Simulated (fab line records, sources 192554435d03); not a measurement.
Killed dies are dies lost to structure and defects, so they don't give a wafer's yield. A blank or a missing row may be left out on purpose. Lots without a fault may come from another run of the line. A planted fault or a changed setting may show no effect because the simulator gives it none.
fab line records | flow n5_finfet
record lots=11 wafers=30 last_day=18
route steps=1938 shown HKMG_FIN@414 BEOL_M4@1095 BEOL_M5@1115 PASSIVATION@1936
lots that met no fault: from a run of the same line without faults
start_h: hours from the record's first day to the start of the lot's first wafer shown | wait_h: hours since the lot's step before | " the same as in the row above | L1.1+2: a row that stands for several wafers | - no value, or no start given | * or withheld: withheld | < > ~ a bound
route shown NAME@n: a module of which the file shows steps, and the number in the route of the first | usual: mean/standard deviation of fault-free wafers | same: alike in all rows | chamber/n: place in a boat | sites: the reading at each site | _std_site: their standard deviation | _edge_site: outer sites' mean less inner sites' | radius_mm: how far each site lies from the wafer's centre | mask NAME#n: copy n | behind: the tool/chamber that last shaped the wafer | hold: why the lot was held/for how many hours/how that ended | device: the transistor (n, p or np) that didn't switch | end of line: the same wafers' tests at the end of the route | a step without rows: its recipe alone | killed: dies lost to structure and defects at the first sort, not the wafer's yield | map: a wafer's dies, x killed, . not, _ none there
set.NAME: the setting as run; set.NAME@STEP: as run at that earlier step | model.NAME: the simulator's own value behind a step, which no gauge read
steps of the route over a sample of lots; a table a step, a row a wafer
services: from which hour (start_h, from the record's first day; less than 0 if before it) a tool's chamber was out of use, for how many hours, and why
## steps
# step N5_HKMG_FIN_RTA_80
# recipe temp_c=withheld time_s=2 ambient=N2 idle_temp_c=600 ramp_up_c_per_s=150 ramp_down_c_per_s=60 cool_to_c=600
# columns lot.wafer tool chamber start_h wait_h
L984.3+5 rtp_anneal-01 0 75.89 0.3
L986.2+4+5 rtp_anneal-02 0 84.78 0.1
L987.1+4+5 rtp_anneal-02 0 95.57 0.3
L989.4+5+6 rtp_anneal-02 0 107.95 0.1
L992.2+3+4 rtp_anneal-02 0 122.87 0.1
L101.1+3+5 rtp_anneal-02 0 181.60 0.1
L103.1+3+4 rtp_anneal-02 0 190.39 0.1
L104.1+4 rtp_anneal-01 0 200.84 0.1
L105.2+5 rtp_anneal-02 0 201.13 0.1
L106.2+3+5 rtp_anneal-01 0 210.22 0.1
L107.3+5+6 rtp_anneal-02 0 212.92 0.1
# step N5_BEOL_M4_ANNEAL_91
# recipe temp_c=400 time_s=240 ambient=vacuum
# usual heater_power_w=861/120
# columns lot.wafer tool chamber start_h wait_h heater_power_w
L984.3 pvd_sputter-01 - 172.69 0.0 917
L984.5 " - " " 901
L986.2 pvd_sputter-02 - 194.67 0.0 802
L986.4 " - " " 737
L986.5 " - " " 1124
L987.1 pvd_sputter-03 - 201.16 0.0 876
L987.4 " - " " 762
L987.5 " - " " 886
L989.4 pvd_sputter-02 - 202.67 0.0 747
L989.5 " - " " 754
L989.6 " - " " 782
L992.2 pvd_sputter-02 - 220.74 0.0 793
L992.3 " - " " 730
L992.4 " - " " 748
L101.1 pvd_sputter-03 - 281.11 0.0 862
L101.3 " - " " 905
L101.5 " - " " 862
L103.1 pvd_sputter-01 - 288.47 0.0 931
L103.3 " - " " 747
L103.4 " - " " 883
L104.1 pvd_sputter-01 - 301.80 0.0 867
L104.4 " - " " 924
L105.2 pvd_sputter-01 - 303.64 0.0 928
L105.5 " - " " 857
L107.3 pvd_sputter-02 - 311.14 0.0 811
L107.5 " - " " 734
L107.6 " - " " 776
L106.2 pvd_sputter-02 - 314.63 0.0 790
L106.3 " - " " 1139
L106.5 " - " " 751
# step N5_BEOL_M4_CO_CAP_55
# recipe material=Co target_thk_a=20 temp_c=200 precursor=CCTBA/H2 pressure_torr=30 time_s=102.1
# usual heater_power_w=237/20
# columns lot.wafer tool chamber start_h wait_h heater_power_w since_wet_clean_h
L984.3 cvd_co-01 0 174.14 0.0 220 715
L984.5 " 1 " " 272 -
L986.2 cvd_co-02 0 196.11 0.0 218 956
L986.4 " 2 " " 216 -
L986.5 " 1 " " 261 -
L987.1 cvd_co-02 1 202.60 0.0 259 66
L987.4 " 0 " " 221 -
L987.5 " 1 " " 263 -
L989.4 cvd_co-01 2 204.15 0.0 237 -
L989.5 " 0 " " 223 -
L989.6 " 1 " " 279 -
L992.2 cvd_co-02 1 222.73 0.0 255 86
L992.3 " 0 " " 215 983
L992.4 " 1 " " 261 -
L101.1 cvd_co-02 2 282.56 0.0 222 583
L101.3 " 1 " " 254 146
L101.5 " 2 " " 218 -
L103.1 cvd_co-02 2 290.27 0.0 227 591
L103.3 " 1 " " 256 154
L103.4 " 2 " " 209 -
L104.1 cvd_co-01 2 303.24 0.0 240 362
L104.4 " 2 " " 237 -
L105.2 cvd_co-02 0 305.28 0.0 219 1065
L105.5 " 0 " " 224 -
L107.3 cvd_co-02 1 312.59 0.0 261 176
L107.5 " 2 " " 221 -
L107.6 " 0 " " 225 -
L106.2 cvd_co-02 1 316.07 0.0 263 179
L106.3 " 0 " " 221 1076
L106.5 " 2 " " 227 -
# step N5_BEOL_M4_RC_MEAS_101
# usual DIBL_N=36.2/2.2 DIBL_P=36.1/2.8 IOFF_N=0.16/0.041 IOFF_P=0.21/0.047 IOFF_P_LIN=0.098/0.017 IOFF_P_LONG=0.000102/9.3e-06 ION_N=676/16 ION_P=463/11 SS_N=71.6/0.78 SS_P=73.3/0.86 VT_N=249/3.8 VT_N_LVT=98/4 VT_P=-251/3.9 VT_P_LONG=-276.7/2.9
# columns lot.wafer tool chamber start_h wait_h DIBL_N[mV/V] DIBL_P[mV/V] IOFF_N[nA/um] IOFF_P[nA/um] IOFF_P_LIN[nA/um] IOFF_P_LONG[nA/um] ION_N[uA/um] ION_P[uA/um] SS_N[mV/dec] SS_P[mV/dec] VT_N[mV] VT_N_LVT[mV] VT_P[mV] VT_P_LONG[mV]
L984.3 prober-02 0 174.68 0.3 33.8 32.5 0.13 0.16 0.081 0.000101 686 465 70.7 72.0 250 99 -256 -274.5
L984.5 " 0 " " 35.4 34.2 0.16 0.19 0.095 0.000104 688 467 70.9 72.9 248 96 -251 -279.6
L986.2 prober-02 0 196.50 0.2 36.2 35.8 0.18 0.24 0.115 0.000117 684 471 71.6 73.8 245 95 -246 -271.7
L986.4 " 0 " " 35.3 35.2 0.15 0.22 0.107 0.000119 675 465 71.0 73.2 252 99 -248 -267.9
L986.5 " 0 " " 36.0 35.4 0.15 0.23 0.109 0.000114 666 466 71.3 73.2 254 100 -249 -272.6
L987.1 prober-02 0 202.84 0.0 37.1 37.5 0.18 0.23 0.106 0.000101 682 465 72.0 73.7 246 94 -249 -275.6
L987.4 " 0 " " 35.7 34.3 0.16 0.17 0.087 9.4e-05 668 451 72.5 73.5 251 96 -252 -278.7
L987.5 " 0 " " 35.9 36.3 0.16 0.20 0.097 0.0001 684 465 71.1 73.9 250 96 -254 -279.1
L989.4 prober-01 0 204.85 0.5 40.0 39.7 0.23 0.24 0.104 9e-05 689 455 72.8 74.9 244 91 -251 -279.4
L989.5 " 0 " " 37.5 37.6 0.16 0.30 0.138 0.000125 659 465 72.7 73.3 249 109 -244 -267.1
L989.6 " 0 " " 34.4 33.4 0.12 0.16 0.081 0.0001 680 463 70.5 72.3 255 99 -255 -276.6
L992.2 prober-01 0 223.12 0.2 37.1 38.1 0.18 0.38 0.172 0.00016 695 498 71.5 73.8 249 110 -236 -259.9
L992.3 " 0 " " 35.0 35.5 0.13 0.21 0.102 0.000107 662 464 71.4 72.8 252 102 -251 -272.3
L992.4 " 0 " " 33.5 32.4 0.11 0.16 0.086 0.000123 665 462 70.4 72.3 254 103 -249 -276.9
L101.1 prober-02 0 282.79 0.0 34.3 35.4 0.12 0.22 0.101 0.000106 670 465 71.2 73.6 252 102 -249 -274.8
L101.3 " 0 " " 37.1 38.4 0.17 0.26 0.115 0.000109 683 478 72.3 74.2 249 100 -246 -276.0
L101.5 " 0 " " 38.3 38.5 0.17 0.25 0.110 0.00011 677 470 72.5 74.3 248 99 -246 -277.5
L103.1 prober-02 0 290.51 0.0 38.1 35.3 0.15 0.14 0.069 8.1e-05 666 438 72.8 72.7 253 100 -260 -283.9
L103.3 " 0 " " 38.1 37.2 0.18 0.17 0.082 8.6e-05 674 453 71.8 73.1 247 94 -254 -282.4
L103.4 " 0 " " 36.2 35.0 0.13 0.15 0.074 8.8e-05 666 450 70.9 73.0 252 99 -258 -284.1
L104.1 prober-01 0 303.48 0.0 36.5 37.7 0.16 0.24 0.110 0.000108 677 474 70.9 74.4 250 99 -249 -276.3
L104.4 " 0 " " 38.7 38.0 0.18 0.24 0.109 0.000104 679 467 71.6 74.2 252 99 -249 -276.9
L105.2 prober-01 0 305.86 0.4 37.1 39.2 0.20 0.25 0.116 0.000106 700 481 71.7 74.1 246 94 -247 -277.5
L105.5 " 0 " " 35.2 37.6 0.16 0.22 0.107 0.00011 675 461 71.9 73.6 248 98 -251 -275.7
L107.3 prober-01 0 313.13 0.3 35.8 38.1 0.15 0.23 0.103 9.4e-05 661 461 70.6 74.0 250 100 -250 -279.2
L107.5 " 0 " " 40.4 42.0 0.26 0.31 0.132 9.6e-05 701 482 72.5 75.7 242 91 -245 -275.0
L107.6 " 0 " " 31.0 31.3 0.08 0.13 0.071 9.6e-05 647 449 69.6 71.7 260 110 -255 -279.3
L106.2 prober-02 0 316.46 0.2 33.7 32.3 0.11 0.14 0.073 0.000109 653 450 69.8 71.8 254 102 -255 -275.5
L106.3 " 0 " " 33.2 31.3 0.10 0.14 0.070 0.000104 664 453 70.4 71.6 256 103 -258 -274.8
L106.5 " 0 " " 38.4 37.8 0.18 0.21 0.094 0.00011 669 455 71.6 73.5 249 97 -254 -276.2
# step N5_BEOL_M5_PECVD_70
# recipe material=SiO2 target_thk_a=160 temp_c=400 precursor=TEOS/O2 pressure_torr=5.5 rf_w=450 teos_flow_sccm=53.8 gas=O2 flow_sccm=3000 time_s=18
# usual heater_power_w=743/85 showerhead_plenum_p_Torr=8.80/0.076 throttle_valve_pct=22.5/1.4
# columns lot.wafer tool chamber start_h wait_h heater_power_w showerhead_plenum_p_Torr since_wet_clean_h throttle_valve_pct
L984.3 pecvd-01 0 175.94 0.0 709 8.88 1061 23.9
L984.5 " 2 " " 789 8.83 - 20.7
L986.2 pecvd-04 0 197.94 0.0 638 8.83 1264 23.2
L986.4 " 0 " " 629 8.86 - 23.2
L986.5 " 0 " " 631 8.84 - 23.1
L987.1 pecvd-04 1 204.43 0.0 888 8.70 1996 20.2
L987.4 " 2 " " 820 8.77 - 22.5
L987.5 " 1 " " 905 8.71 - 20.0
L989.4 pecvd-04 2 206.00 0.1 794 8.77 - 22.7
L989.5 " 1 " " 788 8.69 - 19.9
L989.6 " 0 " " 718 8.86 - 23.2
L992.2 pecvd-04 2 224.55 0.0 768 8.78 523 22.6
L992.3 " 1 " " 898 8.70 2016 20.0
L992.4 " 0 " " 601 8.86 - 23.3
L101.1 pecvd-04 0 284.36 0.0 673 8.85 1351 23.2
L101.3 " 2 " " 749 8.76 582 22.9
L101.5 " 0 " " 677 8.83 - 23.2
L103.1 pecvd-02 0 292.08 0.0 784 8.78 996 22.6
L103.3 " 0 " " 764 8.77 - 22.4
L103.4 " 1 " " 763 8.75 - 23.6
L104.1 pecvd-01 1 305.05 0.0 739 8.71 1915 23.9
L104.4 " 2 " " 701 8.88 - 21.2
L105.2 pecvd-01 0 307.28 0.0 832 8.92 1192 23.8
L105.5 " 0 " " 823 8.91 - 23.5
L107.3 pecvd-02 0 314.39 0.0 795 8.76 1018 22.8
L107.5 " 0 " " 814 8.79 - 22.6
L107.6 " 1 " " 753 8.74 - 23.2
L106.2 pecvd-04 1 317.88 0.0 874 8.70 2109 20.1
L106.3 " 0 " " 606 8.84 1384 23.4
L106.5 " 2 " " 758 8.78 - 22.9
# step N5_PASSIVATION_PROBE_49
# usual defect_limited_yield=91.4/1.4 killed_at_M0_to_M3=33/10 killed_at_M4_up=14/6.1 killed_at_contacts=14/6.1 killed_at_front_end=38/9.7 killed_at_other=3.1/2.9 killed_dies=102/17 killed_open=67/13 killed_short=32/8 sort_bin_5_function=5.1/0.94 sort_bin_6_memory=3.2/0.68 sort_bin_8_speed=0.02/0.17 sort_n_pass=1078/17 sort_yield_pct=91.3/1.5
# same gross_dies=1180 killed_at_back_side=0 sort_bin_4_leakage[%]=0
# columns lot.wafer tool chamber start_h wait_h defect_limited_yield[%] killed_at_M0_to_M3 killed_at_M4_up killed_at_contacts killed_at_front_end killed_at_other killed_dies killed_open killed_short sort_bin_5_function[%] sort_bin_6_memory[%] sort_bin_8_speed[%] sort_n_pass sort_yield_pct[%]
L992.4 prober-01 - 330.70 0.2 90.8 31 15 25 29 9 109 67 39 5.5 3.1 0 1071 90.8
L103.1 prober-01 - 395.50 0.0 89.2 51 20 14 35 7 127 77 50 6.1 4.3 0.25 1050 89.0
L103.3 prober-01 - 395.60 0.1 92.0 31 15 12 33 3 94 72 21 4.5 3.1 0 1086 92.0
L103.4 prober-01 - 395.65 0.2 91.9 41 8 10 34 2 95 54 35 4.7 2.5 0 1085 91.9
L104.1 prober-01 - 408.18 0.0 93.6 25 12 11 24 4 76 43 31 4.1 2.2 0 1104 93.6
L104.4 prober-01 - 408.33 0.2 93.0 23 14 11 28 7 83 52 26 3.1 3.1 0 1097 93.0
L105.2 prober-01 - 415.98 0.1 92.8 24 4 11 40 6 85 48 30 3.9 2.5 0 1095 92.8
L105.5 prober-01 - 416.13 0.2 91.8 24 20 13 40 0 97 66 30 4.4 3.6 0 1083 91.8
L106.2 prober-01 - 419.06 0.1 91.4 29 18 11 41 3 102 67 34 5.3 2.8 0 1078 91.4
L106.3 prober-01 - 419.11 0.1 91.8 42 13 8 34 0 97 62 35 5.0 2.9 0 1083 91.8
L106.5 prober-01 - 419.21 0.2 91.9 27 16 17 36 0 96 58 38 4.7 3.1 0 1084 91.9
# killed by level:class
L992.4 MOL_CONTACT_COAG:geometric_particle:open=18 BEOL_M0_SAQP:geometric_particle:open=11 BEOL_M0_SAQP:geometric_particle:short=9 MOL_CONTACT_COAG:geometric_particle:short=7 FIN_SAQP:geometric_particle:short=6 BEOL_M4:geometric_particle:open=6 STI_FIN_REVEAL:geometric_particle:open=4 BEOL_M1:geometric_particle:open=4
L103.1 MOL_CONTACT_COAG:geometric_particle:open=12 BEOL_M3:geometric_particle:open=12 BEOL_M1:geometric_particle:open=9 BEOL_M4:geometric_particle:open=9 STI_FIN_REVEAL:geometric_particle:open=8 BEOL_M0_SAQP:geometric_particle:short=7 GATE_CUT:geometric_particle:short=6 BEOL_M2:geometric_particle:open=6
L103.3 STI_FIN_REVEAL:geometric_particle:open=14 MOL_CONTACT_COAG:geometric_particle:open=10 BEOL_M3:geometric_particle:open=6 BEOL_M4:geometric_particle:open=6 BEOL_M0_SAQP:geometric_particle:open=5 BEOL_M0_SAQP:geometric_particle:short=5 BEOL_M1:geometric_particle:open=5 BEOL_M2:geometric_particle:open=4
L103.4 FIN_SAQP:geometric_particle:short=13 BEOL_M3:geometric_particle:open=12 BEOL_M0_SAQP:geometric_particle:open=9 BEOL_M2:geometric_particle:open=9 BEOL_M0_SAQP:geometric_particle:short=7 MOL_CONTACT_COAG:geometric_particle:open=6 HKMG_FIN:area_etch=6 STI_FIN_REVEAL:geometric_particle:open=4
L104.1 MOL_CONTACT_COAG:geometric_particle:open=7 BEOL_M0_SAQP:geometric_particle:short=5 ILD0:geometric_particle:short=5 GATE_CUT:geometric_particle:short=5 BEOL_M0_SAQP:geometric_particle:open=5 BEOL_M3:geometric_particle:open=5 MOL_CONTACT_COAG:geometric_particle:short=4 BEOL_M4:geometric_particle:short=4
L104.4 BEOL_M0_SAQP:geometric_particle:open=7 STI_FIN_REVEAL:geometric_particle:open=6 MOL_CONTACT_COAG:geometric_particle:open=6 MOL_CONTACT_COAG:geometric_particle:short=5 BEOL_M0_SAQP:geometric_particle:short=5 BEOL_M2:geometric_particle:open=5 HKMG_FIN:area_etch=5 GATE_CUT:geometric_particle:short=4
L105.2 STI_FIN_REVEAL:geometric_particle:open=16 MOL_CONTACT_COAG:geometric_particle:open=8 BEOL_M0_SAQP:geometric_particle:short=8 HKMG_FIN:area_etch=7 FIN_SAQP:geometric_particle:short=4 BEOL_M2:geometric_particle:open=4 GATE_CUT:geometric_particle:short=3 MOL_CONTACT_COAG:geometric_particle:short=3
L105.5 STI_FIN_REVEAL:geometric_particle:open=16 MOL_CONTACT_COAG:geometric_particle:open=12 BEOL_M4:geometric_particle:open=12 BEOL_M0_SAQP:geometric_particle:short=11 BEOL_M0_SAQP:geometric_particle:open=6 DUMMY_GATE:geometric_particle:open=5 GATE_CUT:geometric_particle:short=5 BEOL_M3:geometric_particle:open=4
L106.2 BEOL_M1:geometric_particle:open=10 FIN_SAQP:geometric_particle:open=9 FIN_SAQP:geometric_particle:short=8 STI_FIN_REVEAL:geometric_particle:open=8 BEOL_M0_SAQP:geometric_particle:open=7 BEOL_M4:geometric_particle:open=7 MOL_CONTACT_COAG:geometric_particle:open=6 GATE_CUT:geometric_particle:short=6
L106.3 BEOL_M2:geometric_particle:open=12 BEOL_M0_SAQP:geometric_particle:short=10 STI_FIN_REVEAL:geometric_particle:open=9 FIN_SAQP:geometric_particle:short=8 MOL_CONTACT_COAG:geometric_particle:open=8 BEOL_M0_SAQP:geometric_particle:open=6 BEOL_M4:geometric_particle:open=6 BEOL_M3:geometric_particle:open=5
L106.5 BEOL_M1:geometric_particle:open=13 MOL_CONTACT_COAG:geometric_particle:open=12 BEOL_M4:geometric_particle:open=12 STI_FIN_REVEAL:geometric_particle:open=9 FIN_SAQP:geometric_particle:short=7 BEOL_M0_SAQP:geometric_particle:short=7 GATE_CUT:geometric_particle:short=5 MOL_CONTACT_COAG:geometric_particle:short=5
## services
# columns tool chamber start_h hours kind
pecvd-01 - 53.39 2.3 repair
cvd_co-01 - 54.71 13.6 repair
pecvd-04 0 57.88 4.6 repair
pecvd-04 - 91.54 14.6 pm
pvd_sputter-01 - 97.67 26.3 repair
pvd_sputter-03 - 101.48 2.1 repair
pecvd-02 0 102.82 13.4 repair
pecvd-01 1 112.75 4.2 repair
rtp_anneal-02 - 112.97 3.1 pm
cvd_co-02 1 114.67 - clean
cvd_co-02 1 114.67 22.0 scheduled_down
cvd_co-02 1 114.67 22.0 vent_cycle
pecvd-01 - 157.44 1.0 repair
cvd_co-01 - 171.50 0.3 repair
cvd_co-01 - 193.43 6.9 pm
pecvd-02 0 203.08 10.7 repair
pecvd-01 - 203.62 2.8 pm
pecvd-02 - 221.51 0.5 repair
pecvd-04 - 242.81 2.6 repair
pecvd-01 - 251.47 0.4 repair
cvd_co-01 - 281.38 14.6 pm
pecvd-04 2 293.80 6.1 repair
pvd_sputter-01 - 305.83 20.9 repair
pecvd-02 1 315.71 18.0 repair
## key
first_sign step=N5_BEOL_M4_RC_MEAS_101 reading=VT_P_LONG direction=up sigmas=4.5 usual=-276.7 struck=-263.5
effect step=N5_BEOL_M4_RC_MEAS_101 reading=IOFF_P_LONG direction=up sigmas=4.4 usual=0.000102 struck=0.000143
effect step=N5_BEOL_M4_RC_MEAS_101 reading=IOFF_P_LIN direction=up sigmas=3.4 usual=0.098 struck=0.155
effect step=N5_BEOL_M4_RC_MEAS_101 reading=VT_N_LVT direction=up sigmas=3 usual=98 struck=110
effect step=N5_BEOL_M4_RC_MEAS_101 reading=VT_P direction=up sigmas=2.9 usual=-251 struck=-240
effect step=N5_BEOL_M4_RC_MEAS_101 reading=IOFF_P direction=up sigmas=2.8 usual=0.21 struck=0.34
met_at N5_HKMG_FIN_RTA_80
struck_lots L989,L992
struck_wafers L989.5,L992.2
not_acting_at N5_BEOL_M4_ANNEAL_91,N5_BEOL_M4_CO_CAP_55,N5_BEOL_M5_PECVD_70
onset_between 95.57 107.95
fault kind=process_parameter_drift tool=rtp_anneal-02 chamber=- onset_h=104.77 steps=N5_HKMG_FIN_RTA_80 channel=time_s offset=* shape=step end_h=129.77 scope=struck_wafers_only acts_in=* stated=*
